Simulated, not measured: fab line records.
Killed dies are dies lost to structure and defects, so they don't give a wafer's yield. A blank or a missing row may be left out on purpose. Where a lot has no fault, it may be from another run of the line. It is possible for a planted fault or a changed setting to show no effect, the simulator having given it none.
Split-lot experiment ; flow n5Finfet ; 7 lots, 21 wafers read, on a route of 1938 steps

## ON THE SPLIT
At N5_DUMMY_GATE_COAT_34 (time 60 s, resist thk 60 nm), the setting spinRpm was moved away from the recipe's 1500 rpm on 10 of the 21 wafers read, by -8.9% to +9.1%. The other wafers ran this setting at the recipe's value.

## FROM THE SPLIT TO THE READING: what the file shows between them, 8 steps
- N5_DUMMY_GATE_COAT_35: time 60 s, resist thk 10 nm
- N5_DUMMY_GATE_COAT_28: time 60 s, resist thk 10 nm
- N5_DUMMY_GATE_ETCH_29: etches underlayer in N2/H2, target depth 13 nm
- N5_DUMMY_GATE_ETCH_36: etches SiARC in CF4, target depth 13 nm
- N5_DUMMY_GATE_ETCH_37: etches SOC in N2/H2, target depth 60 nm, overetch 30 nm
- N5_DUMMY_GATE_STRIP_38: strips in N2/H2
- N5_DUMMY_GATE_STRIP_39: strips in N2/H2
- N5_DUMMY_GATE_STRIP_40: strips in CF4

## THE READING
SOC_of_DUMMY_GATE_COAT_34.thkNm (the simulator's own value, which no gauge read), in nm, at N5_DUMMY_GATE_ETCH_31 (etches SiO2 in C4F6/O2, target depth 82.5 nm, time 27.5 s). No usual value for it is given in the file. Average 51.6 nm, standard deviation 0.2 nm, over the 11 wafers here run with the recipe.

wafer;tool, chamber at the split;spinRpm as run, rpm;against the recipe;SOC_of_DUMMY_GATE_COAT_34.thkNm, nm;against lot-mates on the recipe
L077.2;lithoTrack-02, 0;1500;recipe;51.6;-
L077.4;lithoTrack-02, 0;1500;recipe;51.6;-
L077.3;lithoTrack-02, 0;1500;recipe;52;-
L080.2;lithoTrack-05, 0;1500;recipe;51.6;-
L080.4;lithoTrack-05, 0;1427;-4.9%;53.2;+1.6
L080.5;lithoTrack-05, 0;1427;-4.9%;53;+1.4
L084.1;lithoTrack-05, 0;1367;-8.9%;55;+3.6
L084.2;lithoTrack-05, 0;1500;recipe;51.4;-
L084.4;lithoTrack-05, 0;1367;-8.9%;54.8;+3.4
L085.2;lithoTrack-05, 0;1500;recipe;51.8;-
L085.4;lithoTrack-05, 0;1637;+9.1%;49.2;-2.6
L085.5;lithoTrack-05, 0;1637;+9.1%;49.2;-2.6
L087.2;lithoTrack-02, 0;1399;-6.7%;54;+2.4
L087.3;lithoTrack-02, 0;1399;-6.7%;53.8;+2.2
L087.5;lithoTrack-02, 0;1500;recipe;51.6;-
L090.2;lithoTrack-02, 0;1500;recipe;51.6;-
L090.3;lithoTrack-02, 0;1500;recipe;51.2;-
L090.5;lithoTrack-02, 0;1500;recipe;51.4;-
L091.1;lithoTrack-02, 0;1500;recipe;51.6;-
L091.4;lithoTrack-02, 0;1409;-6.1%;53.8;+2.2
L091.6;lithoTrack-02, 0;1409;-6.1%;53.8;+2.2

FIT RESULTS
A straight line over all 21 wafers: SOC_of_DUMMY_GATE_COAT_34.thkNm changes by -0.318 nm for each +1% of spinRpm; r = -0.99; the points scatter about the line by 0.27 nm.
The same after taking each lot's own level away (the mean of its wafers on the recipe; 21 wafers): -0.333 nm for each +1%; r = -0.99; scatter 0.24 nm.
The reading moves by 3 nm for the largest change in spinRpm, on that fit.
From 51.40 to 51.80 nm: that is the span of the lots' own levels, equal to 2.0 times the standard deviation above.
So the lot-to-lot level changes the slope little: the two slopes agree.
Check: -3.07 nm against its lot-mates is what the line predicts for one of the wafers moved furthest among these (+9.1%) when that wafer is left out of the fit. Against them it came out at -2.6 nm.

## OTHER SPLITS APPLIED TO THESE WAFERS
Note: prior to the reading, these wafers also went through further splits. Each is held against what the fit with the lots' levels taken away leaves over:
other split on the same wafers;wafers away from the commonest value;r with SOC_of_DUMMY_GATE_COAT_34.thkNm (lot level and that fit taken away)
N5_WELL_APT_PEB_23 pebTempC;9;-0.37
N5_WELL_APT_DEVELOP_24 developTimeS;7;-0.07
N5_FIN_SAQP_ALD_61 tempC;7;+0.19
N5_FIN_SAQP_PECVD_47 timeS;8;-0.42
N5_FIN_SAQP_SPACER1_ALD_24 aldCycles;9;-0.43

## THE WHOLE CHAIN: every reading that the file lists as answering this split, in the file's order
step;what it does;reading;change (the file's fit);r (the file's)
N5_DUMMY_GATE_COAT_34;time 60 s, resist thk 60 nm;SOC_of_DUMMY_GATE_COAT_34.thkNm (the simulator's own value, which no gauge read);-0.324 nm for each +1% of the setting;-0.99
N5_DUMMY_GATE_ETCH_37;etches SOC in N2/H2, target depth 60 nm, overetch 30 nm;etch.depthNm (the simulator's own value, which no gauge read);-0.318 nm for each +1% of the setting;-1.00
N5_DUMMY_GATE_ETCH_31;etches SiO2 in C4F6/O2, target depth 82.5 nm, time 27.5 s;SOC_of_DUMMY_GATE_COAT_34.thkNm (the simulator's own value, which no gauge read);-0.339 nm for each +1% of the setting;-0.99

## FILE'S OWN FIT
SOC_of_DUMMY_GATE_COAT_34.thkNm changes by -0.339 nm for each +1% of spinRpm, r = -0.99.
